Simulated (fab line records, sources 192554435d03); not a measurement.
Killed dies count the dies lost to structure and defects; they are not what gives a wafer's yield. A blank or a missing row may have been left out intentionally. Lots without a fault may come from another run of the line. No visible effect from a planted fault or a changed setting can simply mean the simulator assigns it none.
fab line records | flow n5Finfet
record: lots: 7 wafers: 19 lastDay: 18
route steps=1938 shown BEOL_M1@819 BEOL_M4@1111 PASSIVATION@1936
lots with no fault: from the same line, run without faults
startH: hours from the record's first day to the start of the lot's first wafer shown | waitH: time in hours since the lot's previous step | " identical to the entry in the row above | L1.1+2: a single row standing in for several wafers | - no value, or no start given | * or withheld: withheld | < > ~ a bound
route shown NAME@n: NAME is a module with steps in the file, n the number in the route of the first one | usual: mean and standard deviation over wafers with no fault | same: alike in all rows | chamber/n: place in a boat | sites: the reading at each site | _std_site: their standard deviation | _edge_site: the outer-site mean with the inner-site mean subtracted | radiusMm: for every site, how far away it sits from the centre of the wafer | mask NAME#n: copy n | behind: the last tool/chamber to shape the wafer | hold: cause of the lot's hold/its duration in hours/its outcome | device: names the non-switching transistor (n, p or np) | end of line: tests run on the same wafers once the route is complete | a step given without rows: its recipe and nothing more | killed: dies lost to structure and defects at the first sort, not the wafer's yield | map: dies across one wafer; x = killed, . = not, _ = none there
set.NAME: setting as actually run; set.NAME@STEP: the setting as run at that earlier step | model.NAME: the simulator's own value behind a step, which no gauge read
a table for each step, a row for each wafer; lots at some steps of the route
services: the hour from which a tool's chamber was out of use, counted from the record's first day as startH (under 0 if before that day), plus the number of hours and why
== steps ==
step: N5_BEOL_M1_ANNEAL_82
recipe: tempC: 400 timeS: 240 ambient: vacuum
usual: heaterPowerW: 838/53
same: timeS: 240
columns lot.wafer tool chamber startH waitH heaterPowerW
L134.2 pvdSputter-02 - 151.59 0.0 924
L134.4 " - " " 832
L134.6 " - " " 781
L138.1 pvdSputter-03 - 180.71 0.0 853
L138.3 " - " " 749
L138.6 " - " " 865
L142.1 pvdSputter-02 - 206.79 0.0 813
L142.2 " - " " 918
L142.4 " - " " 764
L145.1 pvdSputter-03 - 221.42 0.0 906
L145.4 " - " " 819
L146.1 pvdSputter-02 - 226.23 0.0 787
L146.3 " - " " 847
L148.1 pvdSputter-01 - 231.39 0.0 751
L148.3 " - " " 921
L148.5 " - " " 855
L153.4 pvdSputter-03 - 280.51 0.0 836
L153.5 " - " " 835
L153.6 " - " " 813
step: N5_BEOL_M1_SPUTTER_86
recipe: material: Cu targetThkA: 45 tempC: -20 chamberPressurePa: 0.07 powerW: withheld timeS: 8.29
step: N5_BEOL_M1_ANNEAL_87
recipe: tempC: 400 timeS: 240 ambient: vacuum
usual: heaterPowerW: 839/56
same: timeS: 240
columns lot.wafer tool chamber startH waitH heaterPowerW
L134.2 pvdSputter-02 - 151.81 0.0 926
L134.4 " - " " 811
L134.6 " - " " 755
L138.1 pvdSputter-03 - 180.93 0.0 828
L138.3 " - " " 777
L138.6 " - " " 858
L142.1 pvdSputter-02 - 207.01 0.0 827
L142.2 " - " " 896
L142.4 " - " " 769
L145.1 pvdSputter-03 - 221.64 0.0 922
L145.4 " - " " 840
L146.1 pvdSputter-02 - 226.45 0.0 768
L146.3 " - " " 805
L148.1 pvdSputter-01 - 231.61 0.0 750
L148.3 " - " " 952
L148.5 " - " " 851
L153.4 pvdSputter-03 - 280.73 0.0 841
L153.5 " - " " 855
L153.6 " - " " 827
step: N5_BEOL_M1_SPUTTER_88
recipe: material: Cu targetThkA: 45 tempC: -20 chamberPressurePa: 0.07 powerW: withheld timeS: 8.29
step: N5_BEOL_M1_ANNEAL_89
recipe: tempC: 400 timeS: 240 ambient: vacuum
step: N5_BEOL_M1_SPUTTER_90
recipe: material: Cu targetThkA: 45 tempC: -20 chamberPressurePa: 0.07 powerW: withheld timeS: 8.29
usual: throttleValvePct: 30.5/0.88
same: timeS: 8.29
columns lot.wafer tool chamber startH waitH throttleValvePct
L134.2 pvdSputter-02 - 152.17 0.1 30.3
L134.4 " - " " 30.3
L134.6 " - " " 29.8
L138.1 pvdSputter-03 - 181.29 0.1 29.7
L138.3 " - " " 31.2
L138.6 " - " " 29.9
L142.1 pvdSputter-02 - 207.37 0.1 30.7
L142.2 " - " " 30.4
L142.4 " - " " 29.7
L145.1 pvdSputter-03 - 222.00 0.1 32.2
L145.4 " - " " 29.0
L146.1 pvdSputter-02 - 226.81 0.1 29.9
L146.3 " - " " 30.5
L148.1 pvdSputter-01 - 231.97 0.1 31.4
L148.3 " - " " 30.0
L148.5 " - " " 30.5
L153.4 pvdSputter-03 - 281.09 0.1 28.9
L153.5 " - " " 29.9
L153.6 " - " " 28.8
step: N5_BEOL_M1_ANNEAL_91
recipe: tempC: 400 timeS: 240 ambient: vacuum
step: N5_BEOL_M1_SPUTTER_92
recipe: material: Cu targetThkA: 45 tempC: -20 chamberPressurePa: 0.07 powerW: withheld timeS: 8.29
step: N5_BEOL_M1_ANNEAL_93
recipe: tempC: 400 timeS: 240 ambient: vacuum
usual: heaterPowerW: 840/54
same: timeS: 240
columns lot.wafer tool chamber startH waitH heaterPowerW
L134.2 pvdSputter-02 - 152.47 0.0 919
L134.4 " - " " 853
L134.6 " - " " 784
L138.1 pvdSputter-03 - 181.59 0.0 873
L138.3 " - " " 772
L138.6 " - " " 837
L142.1 pvdSputter-02 - 207.67 0.0 827
L142.2 " - " " 909
L142.4 " - " " 776
L145.1 pvdSputter-03 - 222.30 0.0 906
L145.4 " - " " 829
L146.1 pvdSputter-02 - 227.11 0.0 794
L146.3 " - " " 823
L148.1 pvdSputter-01 - 232.27 0.0 731
L148.3 " - " " 917
L148.5 " - " " 864
L153.4 pvdSputter-03 - 281.39 0.0 807
L153.5 " - " " 873
L153.6 " - " " 823
step: N5_BEOL_M1_SPUTTER_94
recipe: material: Cu targetThkA: 45 tempC: -20 chamberPressurePa: 0.07 powerW: withheld timeS: 8.29
step: N5_BEOL_M1_ANNEAL_95
recipe: tempC: 400 timeS: 240 ambient: vacuum
step: N5_BEOL_M1_SPUTTER_96
recipe: material: Cu targetThkA: 45 tempC: -20 chamberPressurePa: 0.07 powerW: withheld timeS: 8.29
step: N5_BEOL_M1_ECD_50
recipe: material: Cu targetThkA: 3000
columns lot.wafer tool chamber startH waitH model.Cu_of_BEOL_M1_ECD_50.thkNm
L134.2 ecdCu-02 0 152.95 0.1 303.2
L134.4 " 0 " " 298.6
L134.6 " 1 " " 299
L138.1 ecdCu-02 1 182.07 0.1 296
L138.3 " 0 " " 297
L138.6 " 0 " " 303.4
L142.1 ecdCu-02 0 208.15 0.1 302.6
L142.2 " 1 " " 305.4
L142.4 " 1 " " 214.4
L145.1 ecdCu-02 1 222.78 0.1 302.8
L145.4 " 1 " " 213
L146.1 ecdCu-02 1 227.59 0.1 300.4
L146.3 " 0 " " 209.8
L148.1 ecdCu-01 1 232.75 0.1 300.8
L148.3 " 1 " " 297
L148.5 " 0 " " 298.6
L153.4 ecdCu-01 0 281.89 0.1 299.4
L153.5 " 0 " " 296.8
L153.6 " 1 " " 298.8
step: N5_BEOL_M1_ANNEAL_51
recipe: tempC: 225 timeS: 90 ambient: N2
usual: wafer_temp_C_max: 225.86/0.23
same: timeS: 90
columns lot.wafer tool chamber startH waitH wafer_temp_C_max
L134.2 rtpAnneal-02 0 153.07 0.1 225.59
L134.4 " 0 " " 225.65
L134.6 " 0 " " 225.90
L138.1 rtpAnneal-02 0 182.15 0.1 225.85
L138.3 " 0 " " 225.82
L138.6 " 0 " " 225.86
L142.1 rtpAnneal-02 0 208.23 0.1 225.95
L142.2 " 0 " " 226.15
L142.4 " 0 " " 225.94
L145.1 rtpAnneal-01 0 222.86 0.1 226.14
L145.4 " 0 " " 226.07
L146.1 rtpAnneal-02 0 227.67 0.1 225.39
L146.3 " 0 " " 225.73
L148.1 rtpAnneal-01 0 232.83 0.1 226.19
L148.3 " 0 " " 225.84
L148.5 " 0 " " 226.17
L153.4 rtpAnneal-02 0 282.09 0.2 225.51
L153.5 " 0 " " 225.76
L153.6 " 0 " " 225.95
step: N5_BEOL_M1_CMP_52
recipe: stopOn: SiOC tOverpolishS: 6.8 downForcePsi: 1 platenRpm: 50 clearingPlatenDownForcePsi: 1.5 clearingPlatenRpm: 50 postCmpClean: cuAlkaline targetThkNm: 40 clearingPlatenPadVelocityMS: 0.99484 padVelocityMS: 0.99484
usual: headPressurePsi: 1.0001/0.0023 motorCurrentA: 6.0/0.49 platenRpm: 50.00/0.032 timeToEndpointS: 63/4.5
columns lot.wafer tool chamber startH waitH headPressurePsi motorCurrentA platenRpm timeToEndpointS
L134.4 cmp-04 1 153.37 0.2 1.0009 6.7 50.02 65
L134.2 " 2 " " 0.9980 6.4 50.01 70
L134.6 " 1 " " 0.9993 6.8 49.92 62
L138.3 cmp-02 3 182.48 0.2 1.0005 5.5 49.99 66
L138.1 " 0 " " 0.9988 5.3 49.94 63
L138.6 " 2 " " 1.0005 6.5 50.04 62
L142.1 cmp-04 2 208.53 0.3 0.9955 6.1 49.99 70
L142.4 " 3 " " 0.9992 5.7 49.99 41
L142.2 " 1 " " 0.9967 6.7 49.96 65
L145.4 cmp-02 2 223.16 0.1 0.9980 6.2 49.98 40
L145.1 " 0 " " 0.9980 5.8 49.99 64
L146.1 cmp-02 2 228.04 0.3 1.0035 6.6 50.00 63
L146.3 " 3 " " 0.9967 5.3 50.00 47
L148.3 cmp-04 3 233.16 0.2 0.9993 6.1 50.02 58
L148.1 " 0 " " 0.9990 6.0 50.02 59
L148.5 " 3 " " 0.9974 5.7 50.01 56
L153.4 cmp-02 3 282.25 0.1 1.0038 5.0 50.02 64
L153.5 " 3 " " 0.9985 5.1 50.01 68
L153.6 " 0 " " 0.9986 5.3 49.98 68
step: N5_BEOL_M1_THK_MEAS_53
recipe: thkMeasGauge: xrf reads: Cu_of_BEOL_M1_ECD_50
usual: M1_THK: 40.1/2.1
columns lot.wafer tool chamber startH waitH M1_THK[nm]
L134.2 filmMetro-02 - 153.62 - 43.3
L134.4 " - " " 42.8
L134.6 " - " " 41.8
L138.1 filmMetro-02 - 182.74 - 38.6
L138.3 " - " " 37.4
L138.6 " - " " 38.4
L142.1 filmMetro-01 - 208.82 - 39.4
L142.2 " - " " 37.6
L142.4 " - " " 38.7
L145.1 filmMetro-02 - 223.45 - 39.0
L145.4 " - " " 40.5
L146.1 filmMetro-02 - 228.26 - 38.2
L146.3 " - " " 40.4
L148.1 filmMetro-01 - 233.42 - 40.2
L148.3 " - " " 37.8
L148.5 " - " " 38.3
L153.4 filmMetro-01 - 282.54 - 41.4
L153.5 " - " " 43.0
L153.6 " - " " 41.7
step: N5_BEOL_M4_RC_MEAS_101
usual: DIBL_N: 35.4/2.1 DIBL_P: 34.8/2.6 IOFF_N: 0.15/0.037 IOFF_P: 0.19/0.037 ION_N: 677/16 ION_P: 462/9.3 SS_N: 71.4/0.75 SS_P: 72.9/0.77 VT_N: 250/3.7 VT_P: -251/3.5
columns lot.wafer tool chamber startH waitH DIBL_N[mV/V] DIBL_P[mV/V] IOFF_N[nA/um] IOFF_P[nA/um] ION_N[uA/um] ION_P[uA/um] SS_N[mV/dec] SS_P[mV/dec] VT_N[mV] VT_P[mV]
L134.2 prober-02 0 198.60 0.3 38.4 39.8 0.20 0.25 699 473 72.0 73.6 247 -249
L134.4 " 0 " " 33.5 34.8 0.13 0.17 679 465 70.9 72.8 254 -252
L134.6 " 0 " " 31.5 30.8 0.09 0.12 658 453 69.6 71.7 254 -258
L138.1 prober-01 0 226.83 0.5 35.7 34.1 0.15 0.19 686 465 70.6 72.4 248 -251
L138.3 " 0 " " 40.9 40.4 0.25 0.29 703 473 71.5 75.2 244 -246
L138.6 " 0 " " 33.8 31.5 0.12 0.15 681 463 70.1 72.3 252 -254
L142.1 prober-02 0 251.21 0.0 35.4 34.5 0.16 0.18 686 469 71.9 72.8 250 -249
L142.2 " 0 " " 36.9 36.9 0.18 0.22 691 473 71.5 73.6 247 -248
L142.4 " 0 " " 37.4 35.8 0.16 0.19 667 453 72.0 72.2 250 -251
L145.1 prober-01 0 255.37 0.0 35.3 35.5 0.14 0.21 649 447 71.5 73.5 253 -249
L145.4 " 0 " " 28.8 26.1 0.07 0.10 635 444 69.5 70.5 261 -259
L146.1 prober-02 0 260.65 0.0 36.6 35.0 0.14 0.18 642 445 71.3 73.3 252 -255
L146.3 " 0 " " 35.0 32.9 0.11 0.13 649 440 71.7 71.8 257 -259
L148.1 prober-01 0 269.81 0.0 33.0 32.2 0.12 0.15 667 451 71.0 72.1 253 -254
L148.3 " 0 " " 36.1 35.6 0.17 0.19 693 462 71.9 72.9 252 -252
L148.5 " 0 " " 34.8 35.3 0.15 0.19 678 465 70.8 73.2 252 -252
L153.4 prober-01 0 327.77 0.5 34.0 33.9 0.13 0.20 675 474 70.4 71.8 249 -246
L153.5 " 0 " " 33.2 32.4 0.12 0.19 665 467 70.2 71.5 251 -248
L153.6 " 0 " " 35.3 34.1 0.14 0.19 678 465 72.1 72.5 252 -249
step: N5_PASSIVATION_PROBE_49
usual: defectLimitedYield: 90.5/1.7 killed_at_M0_to_M3: 37/12 killed_at_M4_up: 14/5.2 killedAtContacts: 12/5.9 killedAtFrontEnd: 45/14 killedAtOther: 3.5/2.8 killedDies: 112/21 killedOpen: 73/15 killedShort: 36/8.9 sort_bin_5_function: 5.6/1.2 sort_bin_6_memory: 3.5/0.68 sort_bin_8_speed: 0.01/0.1 sortNPass: 1068/21 sortYieldPct: 90.5/1.8
same: grossDies: 1180 killedAtBackSide: 0 sort_bin_4_leakage[%]: 0
columns lot.wafer tool chamber startH waitH defectLimitedYield[%] killed_at_M0_to_M3 killed_at_M4_up killedAtContacts killedAtFrontEnd killedAtOther killedDies killedOpen killedShort sort_bin_5_function[%] sort_bin_6_memory[%] sort_bin_8_speed[%] sortNPass sortYieldPct[%]
L134.2 prober-01 - 307.92 0.1 92.3 24 20 16 28 3 91 68 22 5.1 2.5 0 1089 92.3
L134.4 prober-01 - 308.02 0.2 92.7 24 19 9 31 3 86 53 31 4.5 2.6 0 1094 92.7
L134.6 prober-01 - 308.12 0.3 92.7 33 7 15 30 1 86 56 27 3.6 3.4 0 1094 92.7
L138.1 prober-02 - 336.62 0.0 90.2 32 19 19 46 0 116 85 29 4.9 4.5 0 1064 90.2
L138.3 prober-02 - 336.72 0.1 89.5 41 9 18 54 2 124 86 36 6.8 3.5 0 1056 89.5
L138.6 prober-02 - 336.87 0.3 91.4 30 12 12 46 2 102 70 28 4.9 3.4 0 1078 91.4
L142.1 prober-02 - 361.08 0.0 90.2 24 24 11 55 2 116 69 45 5.7 4.0 0 1064 90.2
L142.2 prober-02 - 361.13 0.1 90.2 29 20 11 54 2 116 76 36 6.6 3.1 0 1064 90.2
L142.4 prober-02 - 361.23 0.2 88.1 39 30 15 54 3 141 96 43 6.9 4.5 0 1039 88.1
L145.1 prober-02 - 367.71 0.0 87.9 48 18 6 68 3 143 94 48 6.9 4.8 0 1037 87.9
L145.4 prober-02 - 367.86 0.2 89.0 51 8 7 63 1 130 80 48 5.9 4.7 1.19 1036 87.8
L146.1 prober-02 - 374.86 0.0 88.8 48 13 9 51 11 132 83 46 6.9 3.8 0 1048 88.8
L146.3 prober-02 - 374.96 0.1 89.8 47 14 21 34 4 120 68 47 5.7 4.2 0.17 1058 89.7
L148.1 prober-01 - 379.61 0.4 90.7 31 11 18 47 3 110 73 36 4.2 4.7 0 1070 90.7
L148.3 prober-01 - 379.71 0.5 91.2 39 16 21 27 1 104 58 45 5.6 2.6 0 1076 91.2
L148.5 prober-01 - 379.81 0.6 92.3 17 16 20 38 0 91 58 32 5.0 2.5 0 1089 92.3
L153.4 prober-01 - 436.54 0.2 90.8 41 17 19 30 1 108 69 31 4.7 3.6 0 1072 90.8
L153.5 prober-01 - 436.59 0.2 91.6 32 21 12 34 0 99 67 29 4.7 3.4 0 1081 91.6
L153.6 prober-01 - 436.64 0.3 90.1 52 18 21 26 0 117 79 34 5.7 3.7 0 1063 90.1
killed by level:class
L134.2 MOL_CONTACT_COAG:geometricParticle:open=12 BEOL_M4:geometricParticle:open=9 STI_FIN_REVEAL:geometricParticle:open=8 BEOL_M2:geometricParticle:open=7 DUMMY_GATE:geometricParticle:open=6 MOL_CONTACT_COAG:geometricParticle:short=4 BEOL_M3:geometricParticle:open=4 STARTING-WAFER:geometricParticle:open=4
L134.4 BEOL_M5:geometricParticle:open=11 GATE_CUT:geometricParticle:short=8 BEOL_M0_SAQP:geometricParticle:open=7 BEOL_M0_SAQP:geometricParticle:short=7 MOL_CONTACT_COAG:geometricParticle:open=6 DUMMY_GATE:geometricParticle:open=5 FIN_SAQP:geometricParticle:open=4 STI_FIN_REVEAL:geometricParticle:open=4
L134.6 BEOL_M0_SAQP:geometricParticle:open=10 MOL_CONTACT_COAG:geometricParticle:open=9 STI_FIN_REVEAL:geometricParticle:open=8 BEOL_M0_SAQP:geometricParticle:short=8 DUMMY_GATE:geometricParticle:open=7 MOL_CONTACT_COAG:geometricParticle:short=6 BEOL_M2:geometricParticle:open=5 STI_FIN_REVEAL:geometricParticle:short=3
L138.1 MOL_CONTACT_COAG:geometricParticle:open=16 FIN_SAQP:geometricParticle:open=13 STI_FIN_REVEAL:geometricParticle:open=10 BEOL_M4:geometricParticle:open=10 BEOL_M1:geometricParticle:short=8 BEOL_M0:geometricParticle:open=6 BEOL_M1:geometricParticle:open=6 BEOL_M2:geometricParticle:open=4
L138.3 MOL_CONTACT_COAG:geometricParticle:open=17 FIN_SAQP:geometricParticle:open=14 STI_FIN_REVEAL:geometricParticle:open=14 BEOL_M0_SAQP:geometricParticle:short=11 BEOL_M0_SAQP:geometricParticle:open=10 FIN_SAQP:geometricParticle:short=9 BEOL_M2:geometricParticle:open=7 BEOL_M3:geometricParticle:open=6
L138.6 FIN_SAQP:geometricParticle:open=22 MOL_CONTACT_COAG:geometricParticle:open=12 BEOL_M3:geometricParticle:open=8 FIN_SAQP:geometricParticle:short=6 BEOL_M2:geometricParticle:open=6 BEOL_M0_SAQP:geometricParticle:short=6 STARTING-WAFER:geometricParticle:short=4 ILD0:geometricParticle:short=3
L142.1 FIN_SAQP:geometricParticle:open=11 GATE_CUT:geometricParticle:open=10 BEOL_M0_SAQP:geometricParticle:open=10 FIN_SAQP:geometricParticle:short=9 BEOL_M4:geometricParticle:open=9 BEOL_M0_SAQP:geometricParticle:short=7 GATE_CUT:geometricParticle:short=6 MOL_CONTACT_COAG:geometricParticle:open=6
L142.2 FIN_SAQP:geometricParticle:open=14 MOL_CONTACT_COAG:geometricParticle:open=10 BEOL_M4:geometricParticle:open=10 GATE_CUT:geometricParticle:short=7 BEOL_M1:geometricParticle:open=6 BEOL_M2:geometricParticle:open=6 FIN_SAQP:geometricParticle:short=4 ILD0:geometricParticle:open=4
L142.4 BEOL_M4:geometricParticle:open=19 MOL_CONTACT_COAG:geometricParticle:open=13 FIN_SAQP:geometricParticle:open=10 STI_FIN_REVEAL:geometricParticle:open=10 GATE_CUT:geometricParticle:short=10 BEOL_M2:geometricParticle:open=9 BEOL_M0_SAQP:geometricParticle:short=8 FIN_SAQP:geometricParticle:short=6
L145.1 STI_FIN_REVEAL:geometricParticle:open=24 BEOL_M0_SAQP:geometricParticle:short=15 FIN_SAQP:geometricParticle:open=14 BEOL_M1:geometricParticle:open=13 GATE_CUT:geometricParticle:short=7 BEOL_M0_SAQP:geometricParticle:open=7 BEOL_M4:geometricParticle:open=7 DUMMY_GATE:geometricParticle:open=6
L145.4 STI_FIN_REVEAL:geometricParticle:open=19 FIN_SAQP:geometricParticle:open=13 BEOL_M0_SAQP:geometricParticle:short=13 BEOL_M2:geometricParticle:open=12 BEOL_M0_SAQP:geometricParticle:open=10 GATE_CUT:geometricParticle:short=7 FIN_SAQP:geometricParticle:short=6 BEOL_M1:geometricParticle:short=5
L146.1 BEOL_M3:geometricParticle:open=15 FIN_SAQP:geometricParticle:short=10 STI_FIN_REVEAL:geometricParticle:open=10 DUMMY_GATE:geometricParticle:open=9 MOL_CONTACT_COAG:geometricParticle:open=8 BEOL_M0_SAQP:geometricParticle:short=8 FIN_SAQP:geometricParticle:open=6 GATE_CUT:geometricParticle:short=5
L146.3 MOL_CONTACT_COAG:geometricParticle:open=15 BEOL_M3:geometricParticle:open=10 FIN_SAQP:geometricParticle:short=9 BEOL_M0_SAQP:geometricParticle:short=9 BEOL_M0_SAQP:geometricParticle:open=8 BEOL_M4:geometricParticle:open=7 STI_FIN_REVEAL:geometricParticle:open=5 MOL_CONTACT_COAG:geometricParticle:short=5
L148.1 MOL_CONTACT_COAG:geometricParticle:open=15 FIN_SAQP:geometricParticle:open=13 BEOL_M0_SAQP:geometricParticle:open=12 FIN_SAQP:geometricParticle:short=10 STARTING-WAFER:geometricParticle:short=6 BEOL_M1:geometricParticle:open=5 BEOL_M0_SAQP:geometricParticle:short=4 BEOL_M3:geometricParticle:open=3
L148.3 BEOL_M0_SAQP:geometricParticle:short=14 BEOL_M0_SAQP:geometricParticle:open=13 MOL_CONTACT_COAG:geometricParticle:open=12 MOL_CONTACT_COAG:geometricParticle:short=8 FIN_SAQP:geometricParticle:short=7 BEOL_M4:geometricParticle:open=6 STI_FIN_REVEAL:geometricParticle:open=4 BEOL_M1:geometricParticle:short=4
L148.5 MOL_CONTACT_COAG:geometricParticle:open=13 FIN_SAQP:geometricParticle:open=12 FIN_SAQP:geometricParticle:short=9 MOL_CONTACT_COAG:geometricParticle:short=7 BEOL_M0_SAQP:geometricParticle:open=6 BEOL_M0_SAQP:geometricParticle:short=6 BEOL_M8:geometricParticle:open=5 BEOL_M4:geometricParticle:open=5
L153.4 MOL_CONTACT_COAG:geometricParticle:open=15 BEOL_M0_SAQP:geometricParticle:open=14 BEOL_M0_SAQP:geometricParticle:short=9 BEOL_M1:geometricParticle:open=6 BEOL_M4:geometricParticle:open=5 DUMMY_GATE:geometricParticle:open=4 MOL_CONTACT_COAG:geometricParticle:short=4 BEOL_M2:geometricParticle:open=4
L153.5 BEOL_M0_SAQP:geometricParticle:short=15 MOL_CONTACT_COAG:geometricParticle:open=9 FIN_SAQP:geometricParticle:open=9 GATE_CUT:geometricParticle:open=8 BEOL_M4:geometricParticle:open=8 BEOL_M0_SAQP:geometricParticle:open=6 FIN_SAQP:geometricParticle:short=4 BEOL_M1:geometricParticle:open=4
L153.6 BEOL_M0_SAQP:geometricParticle:open=19 MOL_CONTACT_COAG:geometricParticle:open=17 BEOL_M0_SAQP:geometricParticle:short=13 BEOL_M4:geometricParticle:open=9 BEOL_M2:geometricParticle:open=8 STI_FIN_REVEAL:geometricParticle:open=7 FIN_SAQP:geometricParticle:open=5 STI_FIN_REVEAL:geometricParticle:short=4
== services ==
columns tool chamber startH hours kind
pvdSputter-01 - 137.28 15.4 repair
ecdCu-01 - 145.48 1.9 repair
cmp-04 - 157.62 7.9 pm
cmp-02 - 240.93 4.0 pm
cmp-04 - 242.38 4.0 pm
cmp-02 - 244.93 - consumableReplace:conditioner
cmp-02 - 244.93 - consumableReplace:pad
cmp-04 - 246.38 - consumableReplace:conditioner
cmp-04 - 246.38 - consumableReplace:pad
== key ==
firstSign: step: N5_BEOL_M1_CMP_52 reading: timeToEndpointS direction: down sigmas: 4.5 usual: * struck: *
effect none on later readings
modelEffect: step: N5_BEOL_M1_ECD_50 value: Cu_of_BEOL_M1_ECD_50.thkNm without: 302 struck: 212.4
metAt N5_BEOL_M1_ECD_50
struckWafers L142.4,L145.4,L146.3
onsetBetween 182.07 208.15
fault: kind: processParameterDrift tool: ecdCu-02 chamber: - onsetH: 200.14 steps: N5_BEOL_M1_ECD_50 channel: targetThkA offset: * shape: step endH: 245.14 scope: struckWafersOnly actsIn: * stated: *
